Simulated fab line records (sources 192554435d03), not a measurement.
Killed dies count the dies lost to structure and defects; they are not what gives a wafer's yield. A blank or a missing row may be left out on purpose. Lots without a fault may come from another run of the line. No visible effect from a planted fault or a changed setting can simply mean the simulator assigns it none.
fab line records || flow n5-finfet
record {"lots": 7, "wafers": 39}
route steps=1938 shown GATE_CUT@493 MOL_CONTACT_COAG@532
start-h: hours from the record's opening day to when the first of the lot's shown wafers began || wait-h: hours elapsed since this lot's preceding step || " identical to the entry in the row above || L1.1+2: one row covering several wafers at once || - no value present, or no start provided || * or withheld: withheld || < > ~ a bound
route shown NAME@n: names a module that has steps shown in the file, with the first one's number in the route || usual: mean/standard deviation of fault-free wafers || same: alike in all rows || chamber/n: place in a boat || sites: each site's reading || _std_site: the standard deviation of these || _edge_site: the outer-site mean with the inner-site mean subtracted || radius-mm: how far each site lies from the wafer's centre || mask NAME#n: copy n || behind: the most recent tool/chamber to have shaped the wafer || hold: what put the lot on hold/how long, in hours/how the hold closed || device: whichever transistor did not switch (one of n, p or np) || end of line: tests of these same wafers at the route's end || a step without rows: its recipe alone || killed: dies that structure and defects cost at the first sort, which is not the same as the wafer's yield || map: shows each die of a wafer: x if killed, . if not, _ if none is there
set.NAME: the setting that was run; set.NAME@STEP: the one run at that earlier step || model.NAME: the simulator's own value behind a step, which no gauge read
lots run with intentionally changed settings; tables by step, rows by wafer
## steps
# step N5_GATE_CUT_ETCH_37
# recipe {"chemistry": "N2/H2", "target": "SOC", "target-depth-a": 600, "overetch-a": 120, "mask-material": "SiARC", "temp-c": 40, "time-s": 90, "ion-energy-ev": 200, "pressure-mtorr": 30, "source-w": 840, "bias-w": 150, "n2-flow-sccm": 200, "h2-flow-sccm": 200}
# usual {"rf-vpp-V": "523.7/2.4"}
{"lot.wafer": "L074.3", "tool": "rie-diel-03", "chamber": 0, "start-h": 84.79, "wait-h": 0.0, "set.bias-w": 150, "rf-vpp-V": 528.7}
{"lot.wafer": "L074.4", "tool": "rie-diel-03", "chamber": 3, "start-h": 84.79, "wait-h": 0.0, "set.bias-w": 150, "rf-vpp-V": 523.8}
{"lot.wafer": "L074.6", "tool": "rie-diel-03", "chamber": 1, "start-h": 84.79, "wait-h": 0.0, "set.bias-w": 150, "rf-vpp-V": 524.8}
{"lot.wafer": "L076.1", "tool": "rie-diel-04", "chamber": 2, "start-h": 98.23, "wait-h": 0.0, "set.bias-w": 129.8, "rf-vpp-V": 474.3}
{"lot.wafer": "L076.2", "tool": "rie-diel-04", "chamber": 3, "start-h": 98.23, "wait-h": 0.0, "set.bias-w": 129.8, "rf-vpp-V": 478.7}
{"lot.wafer": "L076.3", "tool": "rie-diel-04", "chamber": 1, "start-h": 98.23, "wait-h": 0.0, "set.bias-w": 150, "rf-vpp-V": 523.3}
{"lot.wafer": "L076.4", "tool": "rie-diel-04", "chamber": 0, "start-h": 98.23, "wait-h": 0.0, "set.bias-w": 150, "rf-vpp-V": 525.3}
{"lot.wafer": "L076.5", "tool": "rie-diel-04", "chamber": 1, "start-h": 98.23, "wait-h": 0.0, "set.bias-w": 129.8, "rf-vpp-V": 476.2}
{"lot.wafer": "L076.6", "tool": "rie-diel-04", "chamber": 0, "start-h": 98.23, "wait-h": 0.0, "set.bias-w": 150, "rf-vpp-V": 525.0}
{"lot.wafer": "L077.1", "tool": "rie-diel-04", "chamber": 3, "start-h": 103.29, "wait-h": 0.0, "set.bias-w": 173.3, "rf-vpp-V": 575.2}
{"lot.wafer": "L077.2", "tool": "rie-diel-04", "chamber": 0, "start-h": 103.29, "wait-h": 0.0, "set.bias-w": 150, "rf-vpp-V": 524.2}
{"lot.wafer": "L077.3", "tool": "rie-diel-04", "chamber": 1, "start-h": 103.29, "wait-h": 0.0, "set.bias-w": 173.3, "rf-vpp-V": 571.2}
{"lot.wafer": "L077.4", "tool": "rie-diel-04", "chamber": 0, "start-h": 103.29, "wait-h": 0.0, "set.bias-w": 173.3, "rf-vpp-V": 574.0}
{"lot.wafer": "L077.5", "tool": "rie-diel-04", "chamber": 3, "start-h": 103.29, "wait-h": 0.0, "set.bias-w": 150, "rf-vpp-V": 524.8}
{"lot.wafer": "L077.6", "tool": "rie-diel-04", "chamber": 1, "start-h": 103.29, "wait-h": 0.0, "set.bias-w": 150, "rf-vpp-V": 523.6}
{"lot.wafer": "L082.1", "tool": "rie-diel-04", "chamber": 1, "start-h": 134.93, "wait-h": 0.0, "set.bias-w": 174.6, "rf-vpp-V": 574.0}
{"lot.wafer": "L082.2", "tool": "rie-diel-04", "chamber": 0, "start-h": 134.93, "wait-h": 0.0, "set.bias-w": 150, "rf-vpp-V": 523.7}
{"lot.wafer": "L082.3", "tool": "rie-diel-04", "chamber": 2, "start-h": 134.93, "wait-h": 0.0, "set.bias-w": 150, "rf-vpp-V": 518.4}
{"lot.wafer": "L082.4", "tool": "rie-diel-04", "chamber": 3, "start-h": 134.93, "wait-h": 0.0, "set.bias-w": 174.6, "rf-vpp-V": 578.5}
{"lot.wafer": "L082.5", "tool": "rie-diel-04", "chamber": 1, "start-h": 134.93, "wait-h": 0.0, "set.bias-w": 150, "rf-vpp-V": 523.2}
{"lot.wafer": "L082.6", "tool": "rie-diel-04", "chamber": 0, "start-h": 134.93, "wait-h": 0.0, "set.bias-w": 174.6, "rf-vpp-V": 576.6}
{"lot.wafer": "L088.1", "tool": "rie-diel-04", "chamber": 2, "start-h": 169.90, "wait-h": 0.0, "set.bias-w": 175.4, "rf-vpp-V": 572.5}
{"lot.wafer": "L088.2", "tool": "rie-diel-04", "chamber": 0, "start-h": 169.90, "wait-h": 0.0, "set.bias-w": 175.4, "rf-vpp-V": 578.8}
{"lot.wafer": "L088.3", "tool": "rie-diel-04", "chamber": 3, "start-h": 169.90, "wait-h": 0.0, "set.bias-w": 150, "rf-vpp-V": 525.0}
{"lot.wafer": "L088.4", "tool": "rie-diel-04", "chamber": 1, "start-h": 169.90, "wait-h": 0.0, "set.bias-w": 150, "rf-vpp-V": 523.7}
{"lot.wafer": "L088.5", "tool": "rie-diel-04", "chamber": 2, "start-h": 169.90, "wait-h": 0.0, "set.bias-w": 150, "rf-vpp-V": 520.4}
{"lot.wafer": "L088.6", "tool": "rie-diel-04", "chamber": 1, "start-h": 169.90, "wait-h": 0.0, "set.bias-w": 175.4, "rf-vpp-V": 574.6}
{"lot.wafer": "L095.1", "tool": "rie-diel-01", "chamber": 1, "start-h": 211.02, "wait-h": 0.0, "set.bias-w": 150, "rf-vpp-V": 522.0}
{"lot.wafer": "L095.2", "tool": "rie-diel-01", "chamber": 3, "start-h": 211.02, "wait-h": 0.0, "set.bias-w": 150, "rf-vpp-V": 520.3}
{"lot.wafer": "L095.3", "tool": "rie-diel-01", "chamber": 2, "start-h": 211.02, "wait-h": 0.0, "set.bias-w": 150, "rf-vpp-V": 526.0}
{"lot.wafer": "L095.4", "tool": "rie-diel-01", "chamber": 0, "start-h": 211.02, "wait-h": 0.0, "set.bias-w": 150, "rf-vpp-V": 526.0}
{"lot.wafer": "L095.5", "tool": "rie-diel-01", "chamber": 3, "start-h": 211.02, "wait-h": 0.0, "set.bias-w": 150, "rf-vpp-V": 522.1}
{"lot.wafer": "L095.6", "tool": "rie-diel-01", "chamber": 0, "start-h": 211.02, "wait-h": 0.0, "set.bias-w": 150, "rf-vpp-V": 525.5}
{"lot.wafer": "L096.1", "tool": "rie-diel-01", "chamber": 2, "start-h": 222.40, "wait-h": 0.0, "set.bias-w": 127.7, "rf-vpp-V": 475.0}
{"lot.wafer": "L096.2", "tool": "rie-diel-01", "chamber": 3, "start-h": 222.40, "wait-h": 0.0, "set.bias-w": 150, "rf-vpp-V": 520.4}
{"lot.wafer": "L096.3", "tool": "rie-diel-01", "chamber": 0, "start-h": 222.40, "wait-h": 0.0, "set.bias-w": 150, "rf-vpp-V": 523.9}
{"lot.wafer": "L096.4", "tool": "rie-diel-01", "chamber": 1, "start-h": 222.40, "wait-h": 0.0, "set.bias-w": 150, "rf-vpp-V": 521.2}
{"lot.wafer": "L096.5", "tool": "rie-diel-01", "chamber": 0, "start-h": 222.40, "wait-h": 0.0, "set.bias-w": 127.7, "rf-vpp-V": 473.3}
{"lot.wafer": "L096.6", "tool": "rie-diel-01", "chamber": 3, "start-h": 222.40, "wait-h": 0.0, "set.bias-w": 127.7, "rf-vpp-V": 470.3}
# step N5_GATE_CUT_CUT_ETCH_54
# recipe {"chemistry": "Cl2/BCl3", "target": "TiN", "mask-material": "SiO2", "target-depth-a": 967, "pressure-mtorr": 10, "icp-w": 1000, "bias-w": 126, "Cl2_flow_sccm": 53.25, "bcl3-flow-sccm": 21.75, "Ar_flow_sccm": 25, "ends": "cleared"}
# usual {"etch-rf-on-time-s": "36.8/0.96"}
{"lot.wafer": "L074.3", "tool": "rie-metal-03", "chamber": 0, "start-h": 85.18, "wait-h": 0.0, "set.bias-w": 126, "etch-rf-on-time-s": 36.9}
{"lot.wafer": "L074.4", "tool": "rie-metal-03", "chamber": 1, "start-h": 85.18, "wait-h": 0.0, "set.bias-w": 126, "etch-rf-on-time-s": 37.1}
{"lot.wafer": "L074.6", "tool": "rie-metal-03", "chamber": 0, "start-h": 85.18, "wait-h": 0.0, "set.bias-w": 126, "etch-rf-on-time-s": 36.9}
{"lot.wafer": "L076.1", "tool": "rie-metal-03", "chamber": 0, "start-h": 98.62, "wait-h": 0.1, "set.bias-w": 126, "etch-rf-on-time-s": 36.6}
{"lot.wafer": "L076.2", "tool": "rie-metal-03", "chamber": 1, "start-h": 98.62, "wait-h": 0.1, "set.bias-w": 146.1, "etch-rf-on-time-s": 34.3}
{"lot.wafer": "L076.3", "tool": "rie-metal-03", "chamber": 1, "start-h": 98.62, "wait-h": 0.1, "set.bias-w": 126, "etch-rf-on-time-s": 36.4}
{"lot.wafer": "L076.4", "tool": "rie-metal-03", "chamber": 0, "start-h": 98.62, "wait-h": 0.1, "set.bias-w": 126, "etch-rf-on-time-s": 36.7}
{"lot.wafer": "L076.5", "tool": "rie-metal-03", "chamber": 1, "start-h": 98.62, "wait-h": 0.1, "set.bias-w": 146.1, "etch-rf-on-time-s": 34.5}
{"lot.wafer": "L076.6", "tool": "rie-metal-03", "chamber": 0, "start-h": 98.62, "wait-h": 0.1, "set.bias-w": 146.1, "etch-rf-on-time-s": 34.6}
{"lot.wafer": "L077.1", "tool": "rie-metal-02", "chamber": 1, "start-h": 103.66, "wait-h": 0.0, "set.bias-w": 111, "etch-rf-on-time-s": 38.2}
{"lot.wafer": "L077.2", "tool": "rie-metal-02", "chamber": 0, "start-h": 103.66, "wait-h": 0.0, "set.bias-w": 111, "etch-rf-on-time-s": 37.1}
{"lot.wafer": "L077.3", "tool": "rie-metal-02", "chamber": 1, "start-h": 103.66, "wait-h": 0.0, "set.bias-w": 126, "etch-rf-on-time-s": 36.4}
{"lot.wafer": "L077.4", "tool": "rie-metal-02", "chamber": 0, "start-h": 103.66, "wait-h": 0.0, "set.bias-w": 126, "etch-rf-on-time-s": 35.2}
{"lot.wafer": "L077.5", "tool": "rie-metal-02", "chamber": 0, "start-h": 103.66, "wait-h": 0.0, "set.bias-w": 111, "etch-rf-on-time-s": 36.8}
{"lot.wafer": "L077.6", "tool": "rie-metal-02", "chamber": 1, "start-h": 103.66, "wait-h": 0.0, "set.bias-w": 126, "etch-rf-on-time-s": 36.5}
{"lot.wafer": "L082.1", "tool": "rie-metal-01", "chamber": 1, "start-h": 135.30, "wait-h": 0.0, "set.bias-w": 126, "etch-rf-on-time-s": 37.0}
{"lot.wafer": "L082.2", "tool": "rie-metal-01", "chamber": 0, "start-h": 135.30, "wait-h": 0.0, "set.bias-w": 108.9, "etch-rf-on-time-s": 40.6}
{"lot.wafer": "L082.3", "tool": "rie-metal-01", "chamber": 0, "start-h": 135.30, "wait-h": 0.0, "set.bias-w": 108.9, "etch-rf-on-time-s": 40.4}
{"lot.wafer": "L082.4", "tool": "rie-metal-01", "chamber": 1, "start-h": 135.30, "wait-h": 0.0, "set.bias-w": 108.9, "etch-rf-on-time-s": 39.2}
{"lot.wafer": "L082.5", "tool": "rie-metal-01", "chamber": 1, "start-h": 135.30, "wait-h": 0.0, "set.bias-w": 126, "etch-rf-on-time-s": 37.2}
{"lot.wafer": "L082.6", "tool": "rie-metal-01", "chamber": 0, "start-h": 135.30, "wait-h": 0.0, "set.bias-w": 126, "etch-rf-on-time-s": 38.2}
{"lot.wafer": "L088.1", "tool": "rie-metal-02", "chamber": 0, "start-h": 170.34, "wait-h": 0.1, "set.bias-w": 126, "etch-rf-on-time-s": 35.1}
{"lot.wafer": "L088.2", "tool": "rie-metal-02", "chamber": 0, "start-h": 170.34, "wait-h": 0.1, "set.bias-w": 126, "etch-rf-on-time-s": 35.4}
{"lot.wafer": "L088.3", "tool": "rie-metal-02", "chamber": 0, "start-h": 170.34, "wait-h": 0.1, "set.bias-w": 126, "etch-rf-on-time-s": 35.4}
{"lot.wafer": "L088.4", "tool": "rie-metal-02", "chamber": 0, "start-h": 170.34, "wait-h": 0.1, "set.bias-w": 126, "etch-rf-on-time-s": 35.2}
{"lot.wafer": "L088.5", "tool": "rie-metal-02", "chamber": 0, "start-h": 170.34, "wait-h": 0.1, "set.bias-w": 126, "etch-rf-on-time-s": 35.0}
{"lot.wafer": "L088.6", "tool": "rie-metal-02", "chamber": 0, "start-h": 170.34, "wait-h": 0.1, "set.bias-w": 126, "etch-rf-on-time-s": 35.0}
{"lot.wafer": "L095.1", "tool": "rie-metal-01", "chamber": 0, "start-h": 211.40, "wait-h": 0.0, "set.bias-w": 116, "etch-rf-on-time-s": 39.2}
{"lot.wafer": "L095.2", "tool": "rie-metal-01", "chamber": 1, "start-h": 211.40, "wait-h": 0.0, "set.bias-w": 126, "etch-rf-on-time-s": 37.1}
{"lot.wafer": "L095.3", "tool": "rie-metal-01", "chamber": 0, "start-h": 211.40, "wait-h": 0.0, "set.bias-w": 126, "etch-rf-on-time-s": 38.1}
{"lot.wafer": "L095.4", "tool": "rie-metal-01", "chamber": 1, "start-h": 211.40, "wait-h": 0.0, "set.bias-w": 126, "etch-rf-on-time-s": 37.1}
{"lot.wafer": "L095.5", "tool": "rie-metal-01", "chamber": 1, "start-h": 211.40, "wait-h": 0.0, "set.bias-w": 116, "etch-rf-on-time-s": 38.1}
{"lot.wafer": "L095.6", "tool": "rie-metal-01", "chamber": 0, "start-h": 211.40, "wait-h": 0.0, "set.bias-w": 116, "etch-rf-on-time-s": 39.4}
{"lot.wafer": "L096.1", "tool": "rie-metal-03", "chamber": 1, "start-h": 222.78, "wait-h": 0.0, "set.bias-w": 140.6, "etch-rf-on-time-s": 36.3}
{"lot.wafer": "L096.2", "tool": "rie-metal-03", "chamber": 0, "start-h": 222.78, "wait-h": 0.0, "set.bias-w": 140.6, "etch-rf-on-time-s": 35.2}
{"lot.wafer": "L096.3", "tool": "rie-metal-03", "chamber": 1, "start-h": 222.78, "wait-h": 0.0, "set.bias-w": 126, "etch-rf-on-time-s": 37.2}
{"lot.wafer": "L096.4", "tool": "rie-metal-03", "chamber": 0, "start-h": 222.78, "wait-h": 0.0, "set.bias-w": 126, "etch-rf-on-time-s": 37.2}
{"lot.wafer": "L096.5", "tool": "rie-metal-03", "chamber": 1, "start-h": 222.78, "wait-h": 0.0, "set.bias-w": 140.6, "etch-rf-on-time-s": 35.9}
{"lot.wafer": "L096.6", "tool": "rie-metal-03", "chamber": 0, "start-h": 222.78, "wait-h": 0.0, "set.bias-w": 126, "etch-rf-on-time-s": 37.0}
# step N5_MOL_CONTACT_COAG_ETCH_106
# recipe {"chemistry": "N2/H2", "target": "SOC", "target-depth-a": 800, "overetch-a": 160, "mask-material": "SiARC", "temp-c": 40, "time-s": 120, "ion-energy-ev": 200, "pressure-mtorr": 30, "source-w": 840, "bias-w": 150, "n2-flow-sccm": 200, "h2-flow-sccm": 200}
# usual {"rf-vpp-V": "524.5/2.7"}
{"lot.wafer": "L074.3", "tool": "rie-diel-05", "chamber": 1, "start-h": 88.69, "wait-h": 0.0, "set.source-w": 840, "rf-vpp-V": 522.7}
{"lot.wafer": "L074.4", "tool": "rie-diel-05", "chamber": 3, "start-h": 88.69, "wait-h": 0.0, "set.source-w": 840, "rf-vpp-V": 522.4}
{"lot.wafer": "L074.6", "tool": "rie-diel-05", "chamber": 1, "start-h": 88.69, "wait-h": 0.0, "set.source-w": 840, "rf-vpp-V": 523.2}
{"lot.wafer": "L076.1", "tool": "rie-diel-05", "chamber": 3, "start-h": 102.18, "wait-h": 0.0, "set.source-w": 743.2, "rf-vpp-V": 545.2}
{"lot.wafer": "L076.2", "tool": "rie-diel-05", "chamber": 2, "start-h": 102.18, "wait-h": 0.0, "set.source-w": 743.2, "rf-vpp-V": 550.3}
{"lot.wafer": "L076.3", "tool": "rie-diel-05", "chamber": 1, "start-h": 102.18, "wait-h": 0.0, "set.source-w": 840, "rf-vpp-V": 522.7}
{"lot.wafer": "L076.4", "tool": "rie-diel-05", "chamber": 0, "start-h": 102.18, "wait-h": 0.0, "set.source-w": 743.2, "rf-vpp-V": 543.2}
{"lot.wafer": "L076.5", "tool": "rie-diel-05", "chamber": 3, "start-h": 102.18, "wait-h": 0.0, "set.source-w": 840, "rf-vpp-V": 522.5}
{"lot.wafer": "L076.6", "tool": "rie-diel-05", "chamber": 0, "start-h": 102.18, "wait-h": 0.0, "set.source-w": 840, "rf-vpp-V": 522.6}
{"lot.wafer": "L077.1", "tool": "rie-diel-06", "chamber": 2, "start-h": 107.08, "wait-h": 0.0, "set.source-w": 840, "rf-vpp-V": 528.5}
{"lot.wafer": "L077.2", "tool": "rie-diel-06", "chamber": 3, "start-h": 107.08, "wait-h": 0.0, "set.source-w": 840, "rf-vpp-V": 523.5}
{"lot.wafer": "L077.3", "tool": "rie-diel-06", "chamber": 1, "start-h": 107.08, "wait-h": 0.0, "set.source-w": 840, "rf-vpp-V": 525.8}
{"lot.wafer": "L077.4", "tool": "rie-diel-06", "chamber": 1, "start-h": 107.08, "wait-h": 0.0, "set.source-w": 718.4, "rf-vpp-V": 553.1}
{"lot.wafer": "L077.5", "tool": "rie-diel-06", "chamber": 2, "start-h": 107.08, "wait-h": 0.0, "set.source-w": 718.4, "rf-vpp-V": 557.2}
{"lot.wafer": "L077.6", "tool": "rie-diel-06", "chamber": 3, "start-h": 107.08, "wait-h": 0.0, "set.source-w": 718.4, "rf-vpp-V": 550.1}
{"lot.wafer": "L082.1", "tool": "rie-diel-05", "chamber": 0, "start-h": 138.71, "wait-h": 0.0, "set.source-w": 964.4, "rf-vpp-V": 498.4}
{"lot.wafer": "L082.2", "tool": "rie-diel-05", "chamber": 2, "start-h": 138.71, "wait-h": 0.0, "set.source-w": 840, "rf-vpp-V": 526.9}
{"lot.wafer": "L082.3", "tool": "rie-diel-05", "chamber": 1, "start-h": 138.71, "wait-h": 0.0, "set.source-w": 964.4, "rf-vpp-V": 499.8}
{"lot.wafer": "L082.4", "tool": "rie-diel-05", "chamber": 1, "start-h": 138.71, "wait-h": 0.0, "set.source-w": 840, "rf-vpp-V": 523.6}
{"lot.wafer": "L082.5", "tool": "rie-diel-05", "chamber": 0, "start-h": 138.71, "wait-h": 0.0, "set.source-w": 840, "rf-vpp-V": 520.8}
{"lot.wafer": "L082.6", "tool": "rie-diel-05", "chamber": 2, "start-h": 138.71, "wait-h": 0.0, "set.source-w": 964.4, "rf-vpp-V": 504.1}
{"lot.wafer": "L088.1", "tool": "rie-diel-05", "chamber": 3, "start-h": 174.17, "wait-h": 0.0, "set.source-w": 840, "rf-vpp-V": 521.4}
{"lot.wafer": "L088.2", "tool": "rie-diel-05", "chamber": 0, "start-h": 174.17, "wait-h": 0.0, "set.source-w": 840, "rf-vpp-V": 520.7}
{"lot.wafer": "L088.3", "tool": "rie-diel-05", "chamber": 2, "start-h": 174.17, "wait-h": 0.0, "set.source-w": 840, "rf-vpp-V": 528.9}
{"lot.wafer": "L088.4", "tool": "rie-diel-05", "chamber": 1, "start-h": 174.17, "wait-h": 0.0, "set.source-w": 911.2, "rf-vpp-V": 508.9}
{"lot.wafer": "L088.5", "tool": "rie-diel-05", "chamber": 1, "start-h": 174.17, "wait-h": 0.0, "set.source-w": 911.2, "rf-vpp-V": 508.0}
{"lot.wafer": "L088.6", "tool": "rie-diel-05", "chamber": 2, "start-h": 174.17, "wait-h": 0.0, "set.source-w": 911.2, "rf-vpp-V": 512.1}
{"lot.wafer": "L095.1", "tool": "rie-diel-05", "chamber": 0, "start-h": 215.13, "wait-h": 0.0, "set.source-w": 840, "rf-vpp-V": 521.4}
{"lot.wafer": "L095.2", "tool": "rie-diel-05", "chamber": 1, "start-h": 215.13, "wait-h": 0.0, "set.source-w": 840, "rf-vpp-V": 522.6}
{"lot.wafer": "L095.3", "tool": "rie-diel-05", "chamber": 3, "start-h": 215.13, "wait-h": 0.0, "set.source-w": 840, "rf-vpp-V": 524.0}
{"lot.wafer": "L095.4", "tool": "rie-diel-05", "chamber": 2, "start-h": 215.13, "wait-h": 0.0, "set.source-w": 840, "rf-vpp-V": 527.2}
{"lot.wafer": "L095.5", "tool": "rie-diel-05", "chamber": 0, "start-h": 215.13, "wait-h": 0.0, "set.source-w": 840, "rf-vpp-V": 520.0}
{"lot.wafer": "L095.6", "tool": "rie-diel-05", "chamber": 3, "start-h": 215.13, "wait-h": 0.0, "set.source-w": 840, "rf-vpp-V": 522.7}
{"lot.wafer": "L096.1", "tool": "rie-diel-05", "chamber": 2, "start-h": 226.73, "wait-h": 0.0, "set.source-w": 840, "rf-vpp-V": 527.7}
{"lot.wafer": "L096.2", "tool": "rie-diel-05", "chamber": 0, "start-h": 226.73, "wait-h": 0.0, "set.source-w": 886.4, "rf-vpp-V": 512.3}
{"lot.wafer": "L096.3", "tool": "rie-diel-05", "chamber": 3, "start-h": 226.73, "wait-h": 0.0, "set.source-w": 840, "rf-vpp-V": 522.5}
{"lot.wafer": "L096.4", "tool": "rie-diel-05", "chamber": 0, "start-h": 226.73, "wait-h": 0.0, "set.source-w": 840, "rf-vpp-V": 520.8}
{"lot.wafer": "L096.5", "tool": "rie-diel-05", "chamber": 2, "start-h": 226.73, "wait-h": 0.0, "set.source-w": 886.4, "rf-vpp-V": 518.6}
{"lot.wafer": "L096.6", "tool": "rie-diel-05", "chamber": 3, "start-h": 226.73, "wait-h": 0.0, "set.source-w": 886.4, "rf-vpp-V": 514.3}
## key
split {"step": "N5_GATE_CUT_ETCH_37", "setting": "bias-w", "stated": 150, "by": "wafer"}
response {"step": "N5_GATE_CUT_ETCH_37", "reading": "rf-vpp-V", "change": "+3.27", "per": "1%", "r": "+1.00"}
split {"step": "N5_GATE_CUT_CUT_ETCH_54", "setting": "bias-w", "stated": 126, "by": "wafer"}
response {"step": "N5_GATE_CUT_CUT_ETCH_54", "reading": "etch-rf-on-time-s", "change": "*", "per": "1%", "r": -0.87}
split {"step": "N5_MOL_CONTACT_COAG_ETCH_106", "setting": "source-w", "stated": 840, "by": "wafer"}
response {"step": "N5_MOL_CONTACT_COAG_ETCH_106", "reading": "rf-vpp-V", "change": -1.77, "per": "1%", "r": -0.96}
